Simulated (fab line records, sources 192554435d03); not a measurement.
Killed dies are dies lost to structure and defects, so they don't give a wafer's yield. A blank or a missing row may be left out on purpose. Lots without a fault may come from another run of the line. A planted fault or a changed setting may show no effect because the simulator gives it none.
Which tool did it? | flow n5_finfet | 10 lots, 30 wafers sampled, at 5 steps of a route of 1938

WHAT THE GAUGES READ, wafer by wafer
N5_BEOL_M5_CD_MEAS_28: target cd 30.6 nm, target cd y 20 nm.
lot  | measured     | on        | cd_nm (nm)
L496 | day 8 19:16  | cd_sem-02 | 30.68 30.75 30.55
L497 | day 9 01:41  | cd_sem-02 | 30.67 30.57 30.71
L498 | day 9 04:01  | cd_sem-02 | 30.39 30.32 30.22
L499 | day 9 08:57  | cd_sem-03 | 30.31 30.67 30.70
L502 | day 10 03:46 | cd_sem-02 | 30.46 30.52 30.88
L503 | day 10 06:38 | cd_sem-03 | 29.96 29.45 29.58
L504 | day 10 11:17 | cd_sem-01 | 30.24 30.62 30.12
L505 | day 10 13:36 | cd_sem-01 | 30.14 29.91 30.07
L514 | day 14 07:53 | cd_sem-03 | 31.01 31.27 31.11
L516 | day 14 07:56 | cd_sem-01 | 29.89 30.74 30.37

WHICH TOOL RAN EACH LOT (tool, then ch and the chambers of the sampled wafers, then the start)
lot  | N5_BEOL_M5_DESCUM_16               | N5_BEOL_M5_ETCH_61                 | N5_BEOL_M5_ETCH_62                 | N5_BEOL_M5_EXPOSE_25
L496 | rie_diel-04 ch 1,2,3, day 8 16:59  | rie_diel-04 ch 1,2,3, day 8 17:02  | rie_diel-04 ch 1,2,3, day 8 17:04  | euv_scanner-02 ch 0, day 8 19:08
L497 | rie_diel-04 ch 0,2, day 9 00:11    | rie_diel-04 ch 0,2, day 9 00:14    | rie_diel-04 ch 0,2, day 9 00:16    | euv_scanner-01 ch 0, day 9 01:32
L498 | rie_diel-04 ch 1,2,3, day 9 02:59  | rie_diel-04 ch 1,2,3, day 9 03:02  | rie_diel-04 ch 1,2,3, day 9 03:04  | euv_scanner-02 ch 0, day 9 03:53
L499 | rie_diel-03 ch 0,1,2, day 9 08:10  | rie_diel-03 ch 0,1,2, day 9 08:13  | rie_diel-03 ch 0,1,2, day 9 08:15  | euv_scanner-02 ch 0, day 9 08:49
L502 | rie_diel-03 ch 0,1,2, day 10 03:01 | rie_diel-03 ch 0,1,2, day 10 03:04 | rie_diel-03 ch 0,1,2, day 10 03:06 | euv_scanner-02 ch 0, day 10 03:37
L503 | rie_diel-03 ch 0,1,2, day 10 05:53 | rie_diel-03 ch 0,1,2, day 10 05:56 | rie_diel-03 ch 0,1,2, day 10 05:58 | euv_scanner-02 ch 0, day 10 06:31
L504 | rie_diel-04 ch 0,1, day 10 10:23   | rie_diel-04 ch 0,1, day 10 10:26   | rie_diel-04 ch 0,1, day 10 10:28   | euv_scanner-01 ch 0, day 10 11:09
L505 | rie_diel-02 ch 0,1,2, day 10 12:44 | rie_diel-02 ch 0,1,2, day 10 12:47 | rie_diel-02 ch 0,1,2, day 10 12:49 | euv_scanner-02 ch 0, day 10 13:28
L514 | rie_diel-02 ch 1,2,3, day 14 02:10 | rie_diel-02 ch 1,2,3, day 14 02:13 | rie_diel-02 ch 1,2,3, day 14 02:14 | euv_scanner-01 ch 0, day 14 07:44
L516 | rie_diel-02 ch 0,1, day 14 04:14   | rie_diel-02 ch 0,1, day 14 04:17   | rie_diel-02 ch 0,1, day 14 04:19   | euv_scanner-01 ch 0, day 14 07:47
- N5_BEOL_M5_DESCUM_16: chemistry O2, time 7 s.
- N5_BEOL_M5_ETCH_61: etches SiARC in CF4, target depth 15.6 nm, time 26 s.
- N5_BEOL_M5_ETCH_62: etches SOC in N2/H2, target depth 75 nm, overetch 15 nm, time 112.5 s.
- N5_BEOL_M5_EXPOSE_25: exposes mask V4, defocus 10 nm.

THE ANSWER, worked out from the rows above alone
Rule: what is usual is taken from the lots themselves. Put in order of their means at a reading, lots are off if they are a third of the lots or fewer, leave a main group of 4 or more, and stand apart from it by a gap of 3 or more times the standard deviation of the main group's means; of several such gaps the widest counts. A main group whose means are all the same, to the digits that the tables above print for the reading, isn't used. A lot without any number at a reading at which 4 lots or more have one is off too. The other lots that the step has rows for count as sound.
No lot is off at any reading shown: from this, nothing can be told.

WHAT THE SIMULATOR HAD PUT IN
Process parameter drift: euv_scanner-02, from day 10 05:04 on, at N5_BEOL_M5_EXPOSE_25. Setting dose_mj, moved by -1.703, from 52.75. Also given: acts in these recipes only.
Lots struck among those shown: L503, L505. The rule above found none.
